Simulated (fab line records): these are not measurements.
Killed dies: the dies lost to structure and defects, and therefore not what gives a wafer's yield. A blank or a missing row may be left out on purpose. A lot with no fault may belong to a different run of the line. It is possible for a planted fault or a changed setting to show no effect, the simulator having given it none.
Matching of chambers :: flow nand_harc :: rie_si-04 running NHARC_P_GATE_ETCH_32: 4 sister chambers
The step etches the open film in HBr/Cl2, target depth 150 nm, time 100.1 s. 8 wafers are shown with their chamber, then 8 later ones without.

## EACH WAFER AND ITS CHAMBER
wafer: L078.4
chamber: 3
drypump_motor_current_A (A): 5.2
oes_product_au (a.u.): 0.992

wafer: L081.2
chamber: 0
drypump_motor_current_A (A): 5.4
oes_product_au (a.u.): 1.001

wafer: L081.3
chamber: 2
drypump_motor_current_A (A): 5.6
oes_product_au (a.u.): 1.010

wafer: L081.6
chamber: 3
drypump_motor_current_A (A): 5.3
oes_product_au (a.u.): 0.992

wafer: L082.3
chamber: 1
drypump_motor_current_A (A): 4.8
oes_product_au (a.u.): 1.014

wafer: L082.4
chamber: 0
drypump_motor_current_A (A): 5.4
oes_product_au (a.u.): 0.999

wafer: L082.6
chamber: 1
drypump_motor_current_A (A): 4.8
oes_product_au (a.u.): 1.017

wafer: L090.1
chamber: 2
drypump_motor_current_A (A): 5.7
oes_product_au (a.u.): 1.003

## WAFERS MISSING THEIR CHAMBER
wafer: L090.2
drypump_motor_current_A (A): 5.3
oes_product_au (a.u.): 0.994

wafer: L090.6
drypump_motor_current_A (A): 5.6
oes_product_au (a.u.): 1.014

wafer: L095.1
drypump_motor_current_A (A): 4.8
oes_product_au (a.u.): 1.013

wafer: L095.4
drypump_motor_current_A (A): 5.2
oes_product_au (a.u.): 0.988

wafer: L095.5
drypump_motor_current_A (A): 4.8
oes_product_au (a.u.): 1.007

wafer: L097.1
drypump_motor_current_A (A): 5.6
oes_product_au (a.u.): 1.015

wafer: L097.2
drypump_motor_current_A (A): 5.4
oes_product_au (a.u.): 1.008

wafer: L097.4
drypump_motor_current_A (A): 5.2
oes_product_au (a.u.): 0.999

## CHAMBER TAKEN BY EACH
wafer: L090.2
from the rows above: can't be placed: 3 or 0
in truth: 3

wafer: L090.6
from the rows above: 2
in truth: 2

wafer: L095.1
from the rows above: 1
in truth: 1

wafer: L095.4
from the rows above: 3
in truth: 3

wafer: L095.5
from the rows above: 1
in truth: 1

wafer: L097.1
from the rows above: 2
in truth: 2

wafer: L097.2
from the rows above: 0
in truth: 0

wafer: L097.4
from the rows above: can't be placed: 3 or 0
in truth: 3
Correct placement for 6 of the 8. From these rows, 2 cannot be placed; in 2 the true chamber is one of the candidates. Wrongly placed: 0.
How it was worked out, from the rows above alone: a wafer's distance from a chamber is the root of the sum, over the readings, of the square of ((its reading less the chamber's mean) divided by the reading's scatter). If the next closest chamber is less than 2 further off than the closest, the wafer can't be placed; otherwise it belongs to the closest. For every chamber, the mean is computed from those of its wafers that are shown. The scatter: take each reading less its chamber's mean, square it, sum over the shown wafers, divide by the number of wafers less the number of chambers, and take the root.
